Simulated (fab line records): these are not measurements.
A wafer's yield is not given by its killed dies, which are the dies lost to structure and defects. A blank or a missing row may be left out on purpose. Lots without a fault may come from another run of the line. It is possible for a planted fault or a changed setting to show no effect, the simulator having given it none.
One fault seen from 3 desks | flow nand_harc | only its own numbers are on each desk; what lay behind them is given at the end

== AT THE METROLOGY DESK ==
Means of the sampled wafers that have a number, per lot and without regard to the tool the lot ran on: this is what the gauges read. Any lot whose mean is over 4 standard deviations away from the usual mean is out of limits and marked OUT; that distance is given in the brackets.
Columns: A = thk_nm at NHARC_A_ONON_D2_THK_MEAS_11, usual 1001 nm
lot  | first seen here | A
L598 | day 12 22:09    | 989
L597 | day 12 22:11    | 984
L600 | day 13 19:19    | 1002
L599 | day 13 19:19    | 1015
L601 | day 14 15:16    | 1003
L602 | day 14 20:45    | 990
L603 | day 16 02:58    | 992
L606 | day 17 06:19    | 1024
L607 | day 17 06:31    | 1005
L608 | day 17 09:46    | 1001
L617 | day 21 11:22    | 935 (-5.5) OUT
L619 | day 22 01:03    | 959
This desk finds L617 out of limits, L617 being first, at day 21 11:22 (thk_nm at NHARC_A_ONON_D2_THK_MEAS_11). L598, L597, L600, L599, L601, L602, L603, L606, L607, L608, L619: within limits.

== DESK OF THE TOOL OWNER: pecvd_onon-01 ==
The tool's own readings at NHARC_A_ONON_D2_DEP_09 (target thk 1000 nm): means of the sampled wafers that have a number, for each lot that ran on this tool. Any lot whose mean is over 4 standard deviations away from the usual mean is out of limits and marked OUT; that distance is given in the brackets.
Columns: A = sih4_flow_sccm at NHARC_A_ONON_D2_DEP_09, usual 209.9 sccm
lot  | first seen here | A
L599 | day 13 18:49    | 209.4
L603 | day 16 02:31    | 209.6
L617 | day 21 10:52    | 208.9
L619 | day 22 00:32    | 210.2
This desk's finding: nothing out of limits on any of the 4 lots.

== THE DEFECT DESK ==
What the inspections along the route counted, lot by lot: means of the sampled wafers that have a number. Any lot whose mean is over 4 standard deviations away from the usual mean is out of limits and marked OUT; that distance is given in the brackets.
Columns: A = raw_defect_count at NHARC_A_CHANNEL_FILL_D1_INSPECT_13, usual 311
lot  | first seen here | A
L597 | day 11 09:49    | 327
L598 | day 11 09:49    | 242
L599 | day 12 02:08    | 241
L600 | day 12 04:56    | 371
L601 | day 12 20:25    | 302
L602 | day 13 05:31    | 315
L603 | day 14 07:17    | 326
L606 | day 15 05:30    | 260
L607 | day 15 14:16    | 342
L608 | day 15 19:01    | 520
L617 | day 20 01:52    | 325
L619 | day 20 16:45    | 244
This desk's finding: nothing out of limits on any of the 12 lots.

== PUT TOGETHER ==
An alarm was possible from the metrology desk at day 21 11:22, on L617.
The tool owner's desk saw nothing out of limits.
Nothing out of limits was seen by the defect desk.
Tool owner's desk: L617 on record, inside its limits.
The defect desk has L617 on record, within its limits.
Of the lots named, all ran NHARC_A_ONON_D2_DEP_09 on pecvd_onon-01.

== WHAT THE SIMULATOR HAD INSERTED ==
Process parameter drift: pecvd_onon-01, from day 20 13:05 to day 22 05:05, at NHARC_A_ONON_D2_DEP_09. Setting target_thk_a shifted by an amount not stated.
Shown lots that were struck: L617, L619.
Hours from the fault's start to each desk's first reading out of limits: the metrology desk, 22.
